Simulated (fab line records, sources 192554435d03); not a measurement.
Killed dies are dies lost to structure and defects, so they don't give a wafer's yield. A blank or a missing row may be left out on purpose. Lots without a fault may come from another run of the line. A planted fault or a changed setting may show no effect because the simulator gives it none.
Chamber matching | flow n5_finfet | N5_BEOL_M0_SAQP_ILD_DEP_01 on pecvd-04: 3 sister chambers
The step deposits SiOC from DEMS/O2, target thk 45.419 nm, time 8.7 s. 3 wafers are shown with their chamber, then 10 later ones without.

WAFERS WITH THEIR CHAMBER
wafer  | chamber | throttle_valve_pct (%)
L086.3 | 2       | 10.9
L089.1 | 0       | 12.3
L089.4 | 1       | 11.3

WAFERS WITHOUT THEIR CHAMBER
wafer  | throttle_valve_pct (%)
L089.6 | 11.1
L090.1 | 12.0
L090.5 | 11.1
L090.6 | 12.2
L094.4 | 11.5
L094.5 | 11.0
L094.6 | 11.7
L095.1 | 12.0
L095.3 | 11.3
L095.6 | 11.9

WHICH CHAMBER EACH WENT THROUGH
wafer  | from the rows above          | in truth
L089.6 | can't be placed: 2 or 1      | 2
L090.1 | can't be placed: 0 or 1      | 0
L090.5 | can't be placed: 2 or 1      | 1
L090.6 | 0                            | 0
L094.4 | can't be placed: 1 or 2      | 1
L094.5 | can't be placed: 2 or 1      | 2
L094.6 | can't be placed: 1 or 0 or 2 | 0
L095.1 | can't be placed: 0 or 1      | 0
L095.3 | can't be placed: 1 or 2      | 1
L095.6 | can't be placed: 0 or 1      | 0
Placed correctly: 1 of 10. Can't be placed from these rows: 9 (the true chamber is among the candidates in 9). Placed wrongly: 0.
How it was worked out, from the rows above alone: a wafer's distance from a chamber is the root of the sum, over the readings, of the square of ((its reading less the chamber's mean) divided by the reading's scatter). The wafer belongs to the nearest chamber; if the next one is less than 2 further off, it can't be placed. A chamber's mean is the mean of its shown wafers. The scatter: with one shown wafer a chamber, the root of the mean of the squares of how far each hidden wafer lies from its nearest shown one.
